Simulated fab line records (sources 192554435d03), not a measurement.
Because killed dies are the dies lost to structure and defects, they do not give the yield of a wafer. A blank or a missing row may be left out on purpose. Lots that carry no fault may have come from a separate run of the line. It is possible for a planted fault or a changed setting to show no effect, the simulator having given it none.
Matching of chambers | flow n5-finfet | rie-diel-06 running N5_FIN_CUT_ETCH_30: 4 sister chambers
The step etches underlayer in N2/H2, target depth 13 nm, time 10.4 s. 30 wafers are shown with their chamber, then 12 later ones without.

== WAFERS WITH THEIR CHAMBER ==
wafer  | chamber | drypump-motor-current-A (A) | showerhead-plenum-p-Torr (Torr) | throttle-valve-pct (%)
L074.1 | 1       | 5.3                         | 2.48                            | 17.68
L074.4 | 3       | 5.9                         | 2.47                            | 17.88
L074.6 | 3       | 5.8                         | 2.47                            | 17.88
L076.1 | 1       | 5.2                         | 2.48                            | 17.65
L076.2 | 2       | 6.6                         | 2.51                            | 18.00
L076.3 | 0       | 6.2                         | 2.54                            | 17.77
L076.4 | 3       | 5.9                         | 2.47                            | 17.89
L076.5 | 3       | 5.9                         | 2.47                            | 17.89
L076.6 | 2       | 6.6                         | 2.51                            | 18.00
L077.1 | 0       | 6.2                         | 2.54                            | 17.76
L077.4 | 2       | 6.6                         | 2.51                            | 18.00
L077.5 | 0       | 6.2                         | 2.54                            | 17.75
L078.1 | 1       | 5.2                         | 2.48                            | 17.69
L078.4 | 3       | 5.8                         | 2.47                            | 17.91
L078.6 | 0       | 6.2                         | 2.54                            | 17.78
L079.4 | 3       | 5.8                         | 2.47                            | 17.91
L079.5 | 0       | 6.2                         | 2.54                            | 17.77
L079.6 | 1       | 5.2                         | 2.48                            | 17.67
L086.1 | 2       | 6.6                         | 2.51                            | 18.01
L086.4 | 0       | 6.2                         | 2.53                            | 17.79
L086.5 | 2       | 6.6                         | 2.51                            | 18.03
L087.4 | 3       | 5.8                         | 2.47                            | 17.90
L087.5 | 1       | 5.2                         | 2.47                            | 17.72
L087.6 | 0       | 6.2                         | 2.53                            | 17.79
L092.2 | 3       | 5.8                         | 2.46                            | 17.95
L092.4 | 1       | 5.2                         | 2.47                            | 17.73
L092.5 | 0       | 6.2                         | 2.53                            | 17.80
L094.1 | 1       | 5.2                         | 2.47                            | 17.73
L094.2 | 2       | 6.6                         | 2.50                            | 18.04
L094.3 | 3       | 5.8                         | 2.46                            | 17.93

SIGNATURES, as means of the wafers listed above
reading                  | chamber 0 | chamber 1 | chamber 2 | chamber 3 | scatter within a chamber
drypump-motor-current-A  | 6.200     | 5.214     | 6.600     | 5.833     | 0.0331
showerhead-plenum-p-Torr | 2.5362    | 2.4757    | 2.5083    | 2.4678    | 0.0048
throttle-valve-pct       | 17.7763   | 17.6957   | 18.0133   | 17.9044   | 0.0231
Rule: for a wafer and a chamber, the distance is found by dividing, reading by reading, the gap between the wafer's reading and the chamber's mean by the reading's scatter, squaring, summing and taking the root. The wafer belongs to the nearest chamber; if the next one is less than 2 further off, it can't be placed. The scatter: the root of (the sum of the squares of (reading less its chamber's mean) over the shown wafers, divided by (wafers less chambers)).

== WAFERS WITHOUT THEIR CHAMBER ==
wafer  | drypump-motor-current-A (A) | showerhead-plenum-p-Torr (Torr) | throttle-valve-pct (%)
L094.4 | 6.2                         | 2.53                            | 17.81
L094.5 | 5.8                         | 2.46                            | 17.94
L094.6 | 6.2                         | 2.53                            | 17.82
L095.1 | 6.2                         | 2.53                            | 17.81
L095.3 | 5.2                         | 2.47                            | 17.73
L095.6 | 5.2                         | 2.47                            | 17.73
L096.1 | 6.3                         | 2.52                            | 17.82
L096.2 | 6.6                         | 2.50                            | 18.03
L096.3 | 5.8                         | 2.46                            | 17.95
L096.4 | 5.2                         | 2.47                            | 17.73
L096.5 | 5.9                         | 2.46                            | 17.95
L096.6 | 6.6                         | 2.50                            | 18.04

== THE CHAMBER EACH PASSED THROUGH ==
wafer  | from the rows above | in truth
L094.4 | 0                   | 0
L094.5 | 3                   | 3
L094.6 | 0                   | 0
L095.1 | 0                   | 0
L095.3 | 1                   | 1
L095.6 | 1                   | 1
L096.1 | 0                   | 0
L096.2 | 2                   | 2
L096.3 | 3                   | 3
L096.4 | 1                   | 1
L096.5 | 3                   | 3
L096.6 | 2                   | 2
12 of 12 placed correctly. Not placeable from these rows: 0. Number placed wrongly: 0.
